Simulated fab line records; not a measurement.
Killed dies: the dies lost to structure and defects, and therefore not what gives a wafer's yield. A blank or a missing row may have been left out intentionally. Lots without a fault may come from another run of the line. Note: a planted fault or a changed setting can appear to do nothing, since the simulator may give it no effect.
fab line records	flow nand-harc
record lots=7	wafers=21	last-day=32
route steps=1302 shown A_CONTACT@1000 END@1302
lots untouched by any fault: they come from a run of this same line in which no faults occurred
start-h: the number of hours between the record's first day and the start of the first shown wafer of the lot	wait-h: hours elapsed since this lot's preceding step	" repeats the value in the row above	L1.1+2: a single row standing in for several wafers	- value missing, or start not given	* or withheld: withheld	< > ~ a bound
route shown NAME@n: NAME is a module with steps in the file, n the number in the route of the first one	usual: average and standard deviation across the fault-free wafers	same: alike in all rows	chamber/n: place in a boat	sites: each site's reading	_std_site: standard deviation across them	_edge_site: inner sites' mean taken away from outer sites' mean	radius-mm: how far each site lies from the wafer's centre	mask NAME#n: copy n	behind: the last tool/chamber to shape the wafer	hold: why the lot went on hold/how many hours it stayed there/how the hold came to an end	device: whichever transistor did not switch (one of n, p or np)	end of line: the tests these same wafers got at the end of their route	a step with no rows: only its recipe	killed: at the first sort, the dies lost to defects and structure; wafer yield is something else	map: shows each die of a wafer: x if killed, . if not, _ if none is there
set.NAME: the setting that was run; set.NAME@STEP: the one run at that earlier step	model.NAME: the simulator's own value behind a step, which no gauge read
certain route steps with their lots: each step a table, each wafer a row
services: a tool's chamber out of use, with start hour (start-h, from the record's first day; less than 0 if before it), hours out, and reason
## steps
# step NHARC_A_CONTACT_DESCUM_47
# recipe time-s=3	o2-flow-sccm=200	ar-flow-sccm=0	bias-power-w=0	chemistry=O2
# usual drypump-motor-current-A=5.8/0.38	oes-product-au=1.003/0.0097	rf-vpp-V=57.5/0.89	showerhead-plenum-p-Torr=1.85/0.084	throttle-valve-pct=11.310/0.0098
lot.wafer	tool	chamber	start-h	wait-h	drypump-motor-current-A	oes-product-au	rf-hours-counter-h	rf-vpp-V	showerhead-plenum-p-Torr	throttle-valve-pct
L721.2	rie-diel-09	2	507.68	0.1	5.7	1.003	0	57.3	1.78	11.301
L721.1	"	0	"	"	5.3	0.990	0	58.6	2.02	11.306
L721.4	"	1	"	"	5.6	0.993	0	56.7	1.77	11.316
L722.1	rie-diel-08	0	521.59	0.1	5.3	1.006	49	59.0	1.90	11.313
L722.2	"	1	"	"	4.8	0.996	52	57.9	1.87	11.323
L722.6	"	3	"	"	6.1	1.024	-	56.0	1.79	11.316
L724.3	rie-diel-09	1	556.28	0.1	5.7	0.995	8	56.8	1.77	11.306
L724.2	"	3	"	"	6.2	1.003	7	56.6	1.79	11.314
L724.5	"	1	"	"	5.7	0.999	-	59.1	1.77	11.324
L728.1	rie-diel-09	0	587.62	0.1	5.3	1.021	16	59.5	2.02	11.303
L728.2	"	1	"	"	5.7	0.999	17	57.3	1.77	11.320
L728.6	"	1	"	"	5.7	1.010	-	56.0	1.77	11.327
L730.4	rie-diel-09	1	593.97	0.1	5.7	1.009	18	57.1	1.77	11.304
L730.2	"	3	"	"	6.2	0.996	15	57.7	1.79	11.320
L730.5	"	0	"	"	5.3	1.013	-	59.0	2.02	11.322
L732.2	rie-diel-09	1	611.40	0.1	5.7	1.002	23	55.5	1.76	11.308
L732.3	"	2	"	"	5.7	1.017	17	57.2	1.78	11.299
L732.1	"	0	"	"	5.3	1.006	22	59.3	2.02	11.320
L736.3	rie-diel-09	3	683.32	0.1	6.2	0.982	0	58.1	1.78	11.331
L736.1	"	1	"	"	5.6	0.986	0	58.7	2.08	11.319
L736.6	"	2	"	"	5.6	0.990	-	57.2	1.77	11.310
# step NHARC_A_CONTACT_ETCH_48
# recipe target-depth-a=390	over-etch-frac=0.3	time-s=65	ion-energy-ev=80	cf4-flow-sccm=150	ar-flow-sccm=0	rf-w=300	bias-w=100	chemistry=CF4
# step NHARC_A_CONTACT_ETCH_49
# recipe target-depth-a=2600	over-etch-frac=0.3	time-s=475.3	ion-energy-ev=200	n2-flow-sccm=150	h2-flow-sccm=150	ar-flow-sccm=0	rf-w=400	bias-w=150	chemistry=N2/H2
# step NHARC_A_CONTACT_ETCH_50
# recipe target-depth-a=1210	time-s=60.5	cf4-flow-sccm=100	chf3-flow-sccm=30	ar-flow-sccm=0	rf-w=500	bias-w=200	chemistry=CF4/CHF3
# step NHARC_A_CONTACT_ETCH_51
# recipe target-depth-a=70000	over-etch-frac=0.3	time-s=1820	ion-energy-ev=150	o2-flow-sccm=400	cos-flow-sccm=20	ar-flow-sccm=0	rf-w=500	bias-w=300	chemistry=O2/COS
# step NHARC_A_CONTACT_ETCH_111
# recipe source-w=withheld	pressure-mtorr=20	bias-v=withheld	time-s=140	target-depth-a=7000	ar-flow-sccm=withheld	c4f8-flow-sccm=withheld	o2-flow-sccm=withheld	chemistry=C4F8/O2/Ar
# usual oes-air-line-au=0.996/0.02
lot.wafer	tool	chamber	start-h	wait-h	oes-air-line-au	rf-hours-counter-h
L721.1	har-cap-etch-02	0	509.50	-	0.979	86
L721.2	"	1	"	"	0.995	86
L721.4	"	1	"	"	0.966	-
L722.2	har-cap-etch-03	0	523.39	-	1.021	46
L722.1	"	1	"	"	1.002	46
L722.6	"	1	"	"	0.982	-
L724.2	har-cap-etch-01	1	558.09	-	1.009	5
L724.3	"	1	"	"	1.007	-
L724.5	"	0	"	"	1.018	-
L728.2	har-cap-etch-01	0	589.80	-	0.980	14
L728.1	"	1	"	"	0.978	14
L728.6	"	1	"	"	0.980	-
L730.2	har-cap-etch-01	1	595.85	-	1.005	17
L730.4	"	1	"	"	1.002	-
L730.5	"	0	"	"	1.003	-
L732.1	har-cap-etch-01	0	613.23	-	1.046	21
L732.2	"	1	"	"	0.956	21
L732.3	"	1	"	"	0.964	-
L736.1	har-cap-etch-02	0	685.17	-	1.004	113
L736.3	"	1	"	"	0.979	-
L736.6	"	0	"	"	0.969	-
# step NHARC_A_CONTACT_ETCH_112
# recipe source-w=withheld	pressure-mtorr=20	bias-v=3000	time-s=190	target-depth-a=18500	ar-flow-sccm=withheld	c4f8-flow-sccm=withheld	o2-flow-sccm=withheld	chemistry=C4F8/O2/Ar
# step NHARC_A_CONTACT_ETCH_113
# recipe source-w=withheld	pressure-mtorr=20	bias-v=3000	time-s=190	target-depth-a=18500	ar-flow-sccm=withheld	c4f8-flow-sccm=withheld	o2-flow-sccm=withheld	chemistry=C4F8/O2/Ar
# step NHARC_A_CONTACT_ETCH_114
# recipe source-w=withheld	pressure-mtorr=20	bias-v=3000	time-s=190	target-depth-a=18500	ar-flow-sccm=withheld	c4f8-flow-sccm=withheld	o2-flow-sccm=withheld	chemistry=C4F8/O2/Ar
# step NHARC_A_CONTACT_ETCH_115
# recipe source-w=withheld	pressure-mtorr=20	bias-v=3000	time-s=190	target-depth-a=18500	ar-flow-sccm=withheld	c4f8-flow-sccm=withheld	o2-flow-sccm=withheld	chemistry=C4F8/O2/Ar
# step NHARC_A_CONTACT_ETCH_116
# recipe source-w=withheld	pressure-mtorr=20	bias-v=3000	time-s=190	target-depth-a=18500	ar-flow-sccm=withheld	c4f8-flow-sccm=withheld	o2-flow-sccm=withheld	chemistry=C4F8/O2/Ar
# step NHARC_A_CONTACT_ETCH_117
# recipe source-w=withheld	pressure-mtorr=20	bias-v=3000	time-s=190	target-depth-a=18500	ar-flow-sccm=withheld	c4f8-flow-sccm=withheld	o2-flow-sccm=withheld	chemistry=C4F8/O2/Ar
# usual oes-air-line-au=0.997/0.024
lot.wafer	tool	chamber	start-h	wait-h	oes-air-line-au	rf-hours-counter-h
L721.1	har-cap-etch-02	0	510.56	0.1	1.014	87
L721.2	"	1	"	"	1.031	87
L721.4	"	1	"	"	1.007	-
L722.2	har-cap-etch-03	0	524.45	0.1	1.011	47
L722.1	"	1	"	"	1.040	47
L722.6	"	1	"	"	1.009	-
L724.2	har-cap-etch-01	1	559.15	0.1	0.993	6
L724.3	"	1	"	"	0.974	-
L724.5	"	0	"	"	1.006	-
L728.2	har-cap-etch-01	0	590.87	0.1	1.006	15
L728.1	"	1	"	"	1.004	15
L728.6	"	1	"	"	0.991	-
L730.2	har-cap-etch-01	1	596.90	0.1	1.021	18
L730.4	"	1	"	"	0.969	-
L730.5	"	0	"	"	1.021	-
L732.1	har-cap-etch-01	0	614.28	0.1	0.986	22
L732.2	"	1	"	"	0.966	22
L732.3	"	1	"	"	1.017	-
L736.1	har-cap-etch-02	0	686.22	0.1	0.954	114
L736.3	"	1	"	"	0.986	-
L736.6	"	0	"	"	0.970	-
# step NHARC_A_CONTACT_ETCH_118
# recipe source-w=withheld	pressure-mtorr=20	bias-v=3000	time-s=190	target-depth-a=18500	ar-flow-sccm=withheld	c4f8-flow-sccm=withheld	o2-flow-sccm=withheld	chemistry=C4F8/O2/Ar
# usual oes-air-line-au=1.002/0.019
lot.wafer	tool	chamber	start-h	wait-h	oes-air-line-au	rf-hours-counter-h
L721.1	har-cap-etch-02	0	510.73	0.1	1.019	87
L721.2	"	1	"	"	0.982	87
L721.4	"	1	"	"	1.003	-
L722.2	har-cap-etch-03	0	524.61	0.1	0.993	47
L722.1	"	1	"	"	1.006	47
L722.6	"	1	"	"	0.979	-
L724.2	har-cap-etch-01	1	559.32	0.1	1.001	6
L724.3	"	1	"	"	1.033	-
L724.5	"	0	"	"	0.950	-
L728.2	har-cap-etch-01	0	591.04	0.1	0.992	15
L728.1	"	1	"	"	1.003	15
L728.6	"	1	"	"	1.032	-
L730.2	har-cap-etch-01	1	597.06	0.1	1.000	18
L730.4	"	1	"	"	1.011	-
L730.5	"	0	"	"	1.020	-
L732.1	har-cap-etch-01	0	614.45	0.1	1.022	22
L732.2	"	1	"	"	0.991	22
L732.3	"	1	"	"	1.008	-
L736.1	har-cap-etch-02	0	686.39	0.1	0.982	114
L736.3	"	1	"	"	0.987	-
L736.6	"	0	"	"	0.990	-
# step NHARC_A_CONTACT_ETCH_119
# recipe source-w=withheld	pressure-mtorr=20	bias-v=3000	time-s=190	target-depth-a=18500	ar-flow-sccm=withheld	c4f8-flow-sccm=withheld	o2-flow-sccm=withheld	chemistry=C4F8/O2/Ar
# step NHARC_A_CONTACT_ETCH_120
# recipe source-w=withheld	pressure-mtorr=20	bias-v=3000	time-s=190	target-depth-a=18500	ar-flow-sccm=withheld	c4f8-flow-sccm=withheld	o2-flow-sccm=withheld	chemistry=C4F8/O2/Ar
# usual oes-air-line-au=1.001/0.021
lot.wafer	tool	chamber	start-h	wait-h	oes-air-line-au	rf-hours-counter-h
L721.1	har-cap-etch-02	0	511.07	0.1	1.015	87
L721.2	"	1	"	"	1.037	87
L721.4	"	1	"	"	1.035	-
L722.2	har-cap-etch-03	0	524.96	0.1	0.970	47
L722.1	"	1	"	"	1.024	47
L722.6	"	1	"	"	0.996	-
L724.2	har-cap-etch-01	1	559.66	0.1	0.972	6
L724.3	"	1	"	"	1.017	-
L724.5	"	0	"	"	0.974	-
L728.2	har-cap-etch-01	0	591.38	0.1	0.976	16
L728.1	"	1	"	"	1.006	16
L728.6	"	1	"	"	0.982	-
L730.2	har-cap-etch-01	1	597.41	0.1	1.008	18
L730.4	"	1	"	"	1.015	-
L730.5	"	0	"	"	0.984	-
L732.1	har-cap-etch-01	0	614.79	0.1	0.999	22
L732.2	"	1	"	"	0.990	22
L732.3	"	1	"	"	0.983	-
L736.1	har-cap-etch-02	0	686.74	0.1	1.012	114
L736.3	"	1	"	"	1.021	-
L736.6	"	0	"	"	1.004	-
# step NHARC_A_CONTACT_ETCH_121
# recipe source-w=withheld	pressure-mtorr=20	bias-v=3000	time-s=190	target-depth-a=18500	ar-flow-sccm=withheld	c4f8-flow-sccm=withheld	o2-flow-sccm=withheld	chemistry=C4F8/O2/Ar
# step NHARC_A_CONTACT_ETCH_122
# recipe source-w=withheld	pressure-mtorr=20	bias-v=3000	time-s=190	target-depth-a=18500	ar-flow-sccm=withheld	c4f8-flow-sccm=withheld	o2-flow-sccm=withheld	chemistry=C4F8/O2/Ar
# step NHARC_A_CONTACT_ETCH_123
# recipe source-w=withheld	pressure-mtorr=20	bias-v=400	time-s=490	target-depth-a=21100	ar-flow-sccm=withheld	c4f8-flow-sccm=11.5	o2-flow-sccm=7.2	chemistry=C4F8/O2/Ar
# step NHARC_A_CONTACT_ETCH_90
# recipe target-depth-a=400	over-etch-frac=0.5	time-s=85.7	ion-energy-ev=120	ch3f-flow-sccm=50	o2-flow-sccm=30	ar-flow-sccm=200	rf-w=500	bias-w=100	chemistry=CH3F/O2
# step NHARC_A_CONTACT_ETCH_96
# recipe target-depth-a=200	over-etch-frac=0.5	time-s=10	ion-energy-ev=250	c4f6-flow-sccm=25	o2-flow-sccm=20	ar-flow-sccm=500	rf-w=600	bias-w=500	chemistry=C4F6/O2
# step NHARC_A_CONTACT_CD_MEAS_53
# usual cd-nm=289.8/0.91
lot.wafer	tool	chamber	start-h	wait-h	cd-nm
L721.1	cd-sem-03	-	512.78	-	290.4
L721.2	"	-	"	"	290.4
L721.4	"	-	"	"	290.4
L722.1	cd-sem-02	-	526.67	-	289.3
L722.2	"	-	"	"	289.7
L722.6	"	-	"	"	289.0
L724.2	cd-sem-02	-	561.37	-	289.8
L724.3	"	-	"	"	290.5
L724.5	"	-	"	"	289.8
L728.1	cd-sem-03	-	593.17	-	289.0
L728.2	"	-	"	"	288.3
L728.6	"	-	"	"	287.7
L730.2	cd-sem-03	-	599.09	-	289.8
L730.4	"	-	"	"	289.7
L730.5	"	-	"	"	289.8
L732.1	cd-sem-03	-	616.50	-	290.1
L732.2	"	-	"	"	290.1
L732.3	"	-	"	"	290.2
L736.1	cd-sem-03	-	688.78	-	289.7
L736.3	"	-	"	"	290.7
L736.6	"	-	"	"	290.2
# step NHARC_A_CONTACT_STRIP_99
# recipe n2-flow-sccm=150	h2-flow-sccm=150	ar-flow-sccm=0	bias-w=0	chemistry=N2/H2
# step NHARC_A_CONTACT_STRIP_100
# recipe cf4-flow-sccm=100	chf3-flow-sccm=30	ar-flow-sccm=0	bias-w=0	chemistry=CF4/CHF3
# step NHARC_A_CONTACT_STRIP_101
# recipe o2-flow-sccm=400	cos-flow-sccm=20	ar-flow-sccm=0	bias-w=0	chemistry=O2/COS
# step NHARC_A_CONTACT_ETCH_102
# recipe target-depth-a=1000	overetch-a=100	time-s=55	ion-energy-ev=100	cf4-flow-sccm=80	o2-flow-sccm=20	ar-flow-sccm=0	rf-w=300	bias-w=100	chemistry=CF4/O2
# usual drypump-motor-current-A=5.7/0.44	oes-product-au=1.000/0.0094	rf-vpp-V=197.0/1.5	showerhead-plenum-p-Torr=1.30/0.061	throttle-valve-pct=13.398/0.0087
lot.wafer	tool	chamber	start-h	wait-h	drypump-motor-current-A	oes-product-au	rf-hours-counter-h	rf-vpp-V	showerhead-plenum-p-Torr	throttle-valve-pct
L721.1	rie-diel-08	0	513.07	0.0	5.3	0.993	48	198.0	1.33	13.402
L721.2	"	2	"	"	5.9	0.999	47	197.3	1.31	13.388
L721.4	"	3	"	"	6.1	1.009	44	196.9	1.25	13.400
L722.2	rie-diel-09	3	526.96	0.1	6.2	0.997	2	197.8	1.25	13.404
L722.1	"	2	"	"	5.6	0.986	3	195.9	1.24	13.405
L722.6	"	0	"	"	5.3	0.994	-	199.9	1.41	13.414
L724.2	rie-diel-09	1	561.66	0.1	5.7	0.999	10	197.3	1.24	13.390
L724.3	"	3	"	"	6.2	0.998	8	195.6	1.25	13.399
L724.5	"	0	"	"	5.3	1.012	-	198.9	1.41	13.411
L728.2	rie-diel-09	0	593.47	0.1	5.3	1.007	18	199.8	1.41	13.404
L728.1	"	2	"	"	5.6	1.008	13	194.6	1.24	13.398
L728.6	"	0	"	"	5.3	0.996	-	198.5	1.41	13.420
L730.4	rie-diel-08	0	599.46	0.1	5.3	1.015	15	196.7	1.32	13.393
L730.2	"	1	"	"	4.8	0.999	14	197.6	1.30	13.385
L730.5	"	3	"	"	6.1	0.992	-	195.8	1.25	13.395
L732.3	rie-diel-08	2	616.79	0.1	5.9	0.995	19	196.4	1.31	13.387
L732.1	"	3	"	"	6.1	0.991	21	196.1	1.25	13.409
L732.2	"	0	"	"	5.3	1.017	19	197.7	1.32	13.406
L736.1	rie-diel-08	2	689.08	0.1	5.9	1.008	39	198.5	1.30	13.388
L736.3	"	3	"	"	6.1	0.998	45	195.5	1.24	13.417
L736.6	"	2	"	"	5.9	0.999	-	197.5	1.30	13.391
# step NHARC_A_CONTACT_STRIP_55
# recipe o2-flow-sccm=500	ar-flow-sccm=0	bias-w=0	chemistry=O2
# step NHARC_A_CONTACT_STRIP_56
# recipe time-s=600	temp-c=30	chemistry=post-etch-residue-remover
# step NHARC_A_CONTACT_DEP_57
# recipe target-thk-a=53000	temp-c=400	material=aC
# step NHARC_A_CONTACT_DEP_58
# recipe target-thk-a=900	target-thk-nm=90	temp-c=400	pressure-torr=3.5	flow-sccm=200	rf-w=350	material=SiON
# step NHARC_A_CONTACT_DEHYDRATE_59
# recipe temp-c=150	time-s=120
# step NHARC_A_CONTACT_HMDS_60
# recipe time-s=30
# step NHARC_A_CONTACT_COAT_61
# recipe temp-c=260	time-s=75
# step NHARC_A_CONTACT_COAT_62
# recipe temp-c=225	time-s=65
# step NHARC_A_CONTACT_COAT_63
# recipe spin-rpm=1500	resist-thk-nm=90
# step NHARC_A_CONTACT_SOFTBAKE_64
# recipe temp-c=105	time-s=55
# step NHARC_A_CONTACT_EBR_65
# step NHARC_A_CONTACT_EXPOSE_66
# recipe na=1.35	sigma-outer=0.8	dose-mj=59.02	mask-id=A_CC_2
# step NHARC_A_CONTACT_PEB_67
# recipe peb-temp-c=100	peb-time-s=65
# step NHARC_A_CONTACT_DEVELOP_68
# recipe develop-time-s=35	dev-temp-c=23
# step NHARC_A_CONTACT_CD_MEAS_69
# recipe target-cd-nm=300	landing-energy-ev=500
# usual cd-nm=300.1/0.52
# same landing-energy-ev=500
lot.wafer	tool	chamber	start-h	wait-h	cd-nm
L721.1	cd-sem-01	0	520.19	-	300.2
L721.2	"	0	"	"	300.0
L721.4	"	0	"	"	300.2
L722.1	cd-sem-02	0	531.49	-	300.8
L722.2	"	0	"	"	299.9
L722.6	"	0	"	"	300.1
L724.2	cd-sem-02	0	573.37	-	300.7
L724.3	"	0	"	"	300.2
L724.5	"	0	"	"	299.8
L728.1	cd-sem-02	0	598.13	-	300.1
L728.2	"	0	"	"	300.0
L728.6	"	0	"	"	299.3
L730.2	cd-sem-02	0	607.00	-	300.4
L730.4	"	0	"	"	300.6
L730.5	"	0	"	"	300.0
L732.1	cd-sem-02	0	623.21	-	300.2
L732.2	"	0	"	"	300.5
L732.3	"	0	"	"	300.6
L736.1	cd-sem-03	0	699.25	-	300.1
L736.3	"	0	"	"	298.9
L736.6	"	0	"	"	300.0
# step NHARC_A_CONTACT_OVL_MEAS_70
# usual overlay-x-nm=0.0/0.98	overlay-y-nm=-0.1/0.85
lot.wafer	tool	chamber	start-h	wait-h	overlay-x-nm	overlay-y-nm
L721.1	overlay-02	-	520.29	-	0.1	-1.7
L721.2	"	-	"	"	0.5	-1.8
L721.4	"	-	"	"	0.0	-1.6
L722.1	overlay-02	-	531.58	-	1.2	-0.6
L722.2	"	-	"	"	1.4	0.4
L722.6	"	-	"	"	1.4	-0.4
L724.2	overlay-02	-	573.46	-	1.3	0.8
L724.3	"	-	"	"	1.1	0.8
L724.5	"	-	"	"	1.5	0.3
L728.1	overlay-02	-	598.22	-	0.5	0.3
L728.2	"	-	"	"	0.1	0.0
L728.6	"	-	"	"	0.2	-0.5
L730.2	overlay-02	-	607.09	-	-0.2	-1.3
L730.4	"	-	"	"	-0.5	-1.4
L730.5	"	-	"	"	-0.9	-0.8
L732.1	overlay-02	-	623.30	-	0.9	0.6
L732.2	"	-	"	"	0.8	0.8
L732.3	"	-	"	"	1.2	1.0
L736.1	overlay-01	-	699.34	-	-0.1	-2.3
L736.3	"	-	"	"	-0.3	-1.9
L736.6	"	-	"	"	-0.6	-2.5
# step NHARC_END_SORT_01
# recipe temp-c=25
# usual killed-at-array=53/19	killed-at-other=0.8/1.2	killed-at-periphery=3.7/2.3	killed-dies=57/19	killed-open=3.2/1.7	killed-short=2.6/1.8
# same gross-dies=677
lot.wafer	tool	chamber	start-h	wait-h	killed-at-array	killed-at-other	killed-at-periphery	killed-dies	killed-open	killed-short
L728.1	prober-01	0	662.17	2.5	104	0	2	106	3	2
L728.2	prober-01	0	662.98	2.8	163	1	3	167	1	3
L728.6	prober-01	0	666.22	4.1	137	0	5	142	5	4
L730.2	prober-01	0	670.81	2.8	90	0	2	92	0	1
L730.4	prober-01	0	672.41	3.4	103	0	2	105	2	3
L730.5	prober-01	0	673.21	3.7	121	1	3	125	4	3
L732.1	prober-01	0	698.45	2.5	130	0	4	134	4	0
L732.2	prober-01	0	699.26	2.8	126	0	2	128	4	1
L732.3	prober-01	0	700.06	3.1	111	0	1	112	1	2
# killed by level:class
L728.1 A_CONTACT:unspecified=79 A_CHANNEL_HOLE_D1:chamber-film-flake=14 P_BONDPAD:chamber-film-flake=2 A_CONTACT:chamber-film-flake=2 A_STAIRCASE:chamber-film-flake=2 A_SOURCE_PLATE:geometric-particle:open=1 A_CHANNEL_FILL_D1:geometric-particle:open=1 A_CHANNEL_FILL_D1:geometric-particle:short=1
L728.2 A_CONTACT:unspecified=103 A_CHANNEL_HOLE_D1:chamber-film-flake=38 A_CHANNEL_HOLE_D2:chamber-film-flake=12 A_CONTACT:chamber-film-flake=4 P_GATE:chamber-film-flake=2 A_CHANNEL_FILL_D2:geometric-particle:short=1 A_WL_FILL:geometric-particle:short=1 A_M0:geometric-particle:short=1
L728.6 A_CONTACT:unspecified=87 A_CHANNEL_HOLE_D1:chamber-film-flake=35 A_CHANNEL_HOLE_D2:chamber-film-flake=4 P_BONDPAD:chamber-film-flake=3 A_CHANNEL_HOLE_D2:geometric-particle:short=2 A_CHANNEL_FILL_D2:geometric-particle:open=2 A_CONTACT:geometric-particle:open=2 P_M0:geometric-particle:open=1
L730.2 A_CONTACT:unspecified=80 A_STAIRCASE:chamber-film-flake=3 P_M1:chamber-film-flake=2 A_WL_FILL:geometric-particle:short=1 A_ZERO_WELL:chamber-film-flake=1 A_CHANNEL_HOLE_D1:chamber-film-flake=1 A_CHANNEL_FILL_D1:chamber-film-flake=1 A_CHANNEL_HOLE_D2:chamber-film-flake=1
L730.4 A_CONTACT:unspecified=91 A_ONON_D2:geometric-particle:short=2 A_CHANNEL_HOLE_D1:chamber-film-flake=2 A_CHANNEL_FILL_D2:chamber-film-flake=2 A_SLIT:chamber-film-flake=2 P_M0:geometric-particle:open=1 A_WL_FILL:geometric-particle:short=1 A_BLC:geometric-particle:open=1
L730.5 A_CONTACT:unspecified=103 A_CHANNEL_FILL_D2:chamber-film-flake=5 A_CHANNEL_HOLE_D1:chamber-film-flake=3 P_M1:chamber-film-flake=2 A_CHANNEL_FILL_D1:chamber-film-flake=2 P_CONTACT:geometric-particle:open=1 A_DECK1_JOINT:geometric-particle:open=1 A_ONON_D2:geometric-particle:open=1
L732.1 A_CONTACT:unspecified=107 A_CHANNEL_HOLE_D1:chamber-film-flake=13 A_CHANNEL_HOLE_D2:chamber-film-flake=4 P_M1:chamber-film-flake=2 A_SLIT:chamber-film-flake=2 P_CONTACT:geometric-particle:open=1 A_SGD_CUT:geometric-particle:open=1 A_CONTACT:geometric-particle:open=1
L732.2 A_CONTACT:unspecified=86 A_CHANNEL_HOLE_D1:chamber-film-flake=32 A_CHANNEL_HOLE_D2:chamber-film-flake=2 P_M0:geometric-particle:open=1 P_M1:geometric-particle:open=1 A_SOURCE_PLATE:geometric-particle:open=1 A_DECK1_JOINT:geometric-particle:open=1 A_M1:geometric-particle:short=1
L732.3 A_CONTACT:unspecified=82 A_CHANNEL_HOLE_D1:chamber-film-flake=19 A_CHANNEL_HOLE_D2:chamber-film-flake=3 A_SLIT:chamber-film-flake=3 P_CONTACT:geometric-particle:short=1 A_DECK1_JOINT:geometric-particle:short=1 A_ONON_D2:geometric-particle:open=1 A_DECK1_JOINT:chamber-film-flake=1
# map L728.2 (x killed, . not)
____________.____________
_________......._________
_______..x...x...._______
______.............______
_____.x..........x.x_____
____.................____
____.................____
___...................___
___...................___
__...x.............x...__
__.....................__
_.............x...x....._
_......................._
_......................._
_......................._
_.....x.x..............._
......x.xxxx..........xx.
.....xxxxxxxx.........x..
......xxxxx.xx.....xxx.xx
....xxxxxxxxxx.....xxxx..
.....xxxxxxxx.....x..xxx.
_....xxxxxxxxx...xxxxxxx_
_....xxxxxxxxx......xxxx_
_xx.xxxxxxxxxx.....xxxxx_
_xxxxxxxxxxxx.......x.xx_
_..x.xxxxxxxx.......x.x._
__.xx.xxxxxx.x..x....xx__
__xx.xxxxxxx........x..__
___...x...............___
___.x....x............___
____...x...x.........____
____.x...x...........____
_____..............._____
______.............______
_______.....x....._______
_________......._________
____________.____________
# map L730.5 (x killed, . not)
____________.____________
_________......x_________
_______.x........._______
______.............______
_____..............._____
____.................____
____.................____
___...................___
___.............x.....___
__.....................__
__..........x....x.....__
_......................._
_......................x_
_...................x..._
_......................._
_.........x............._
.....x.xx.x..............
......xxxxxxx....x.......
...x.xxxxxxxxx...........
.....xxxxxxxxxx..........
.....xxxxxxxx....x...x...
_.x.xxxxxxxxxx.........._
_....xxxxxxxxx.........._
_...xxxxxxxxxxxxx......._
_....xxxxxxxx..........._
_..xxxxxxxxxx..........._
__...xxxxxxxx..........__
__.x..xxxxxx..........x__
___.....xxxx..........___
___...x.x.............___
____........x........____
____.............x...____
_____..............._____
______.............______
_______..........._______
_________......._________
____________.____________
## services
tool	chamber	start-h	hours	kind
rie-diel-09	-	497.19	9.0	pm
rie-diel-09	0	497.19	9.0	vent-cycle
rie-diel-09	1	497.19	9.0	vent-cycle
rie-diel-09	2	497.19	9.0	vent-cycle
rie-diel-09	3	497.19	9.0	vent-cycle
har-cap-etch-01	-	498.98	17.0	pm
har-cap-etch-01	0	498.98	17.0	vent-cycle
har-cap-etch-01	1	498.98	17.0	vent-cycle
rie-diel-09	0	506.19	-	clean
rie-diel-09	1	506.19	-	clean
rie-diel-09	2	506.19	-	clean
rie-diel-09	3	506.19	-	clean
har-cap-etch-01	0	515.98	-	clean
har-cap-etch-01	1	515.98	-	clean
rie-diel-09	0	530.69	-	clean
rie-diel-09	1	530.69	-	clean
rie-diel-08	-	545.68	9.0	pm
har-cap-etch-02	-	561.56	3.9	repair
rie-diel-09	2	583.96	4.6	repair
har-cap-etch-03	-	593.66	1.3	repair
har-cap-etch-02	-	632.06	0.4	repair
rie-diel-09	3	633.77	4.6	repair
rie-diel-08	2	641.14	14.9	repair
rie-diel-09	-	674.19	9.0	pm
## key
first-sign step=NHARC_END_SORT_01	reading=killed-at-array	direction=up	sigmas=3.5	usual=53	struck=121
effect step=NHARC_END_SORT_01	reading=killed-dies	direction=up	sigmas=3.5	usual=57	struck=123
more-kills-born-at NHARC_A_CONTACT_ETCH_118@har-cap-etch-01=815
met-at NHARC_A_CONTACT_ETCH_118
struck-wafers L728.1,L728.2,L728.6,L730.2,L730.4,L730.5,L732.1,L732.2,L732.3
tester-left-out L728,L730,L732
onset-between 559.32 591.04
also-fits NHARC_A_CONTACT_ETCH_111:har-cap-etch-01,NHARC_A_CONTACT_ETCH_117:har-cap-etch-01,NHARC_A_CONTACT_ETCH_120:har-cap-etch-01
fault kind=chamber-particle-source	tool=har-cap-etch-01	chamber=-	onset-h=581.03	steps=NHARC_A_CONTACT_ETCH_118	rate-per-visit-cm2=1.7709	end-h=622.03
# tester-left-out: of these lots the tester's yield and bins aren't shown, on N5 and GAA mostly nor the transistor test; their killed dies are dies lost to structure and defects alone, not to doping, threshold or leakage, so they don't give the yield
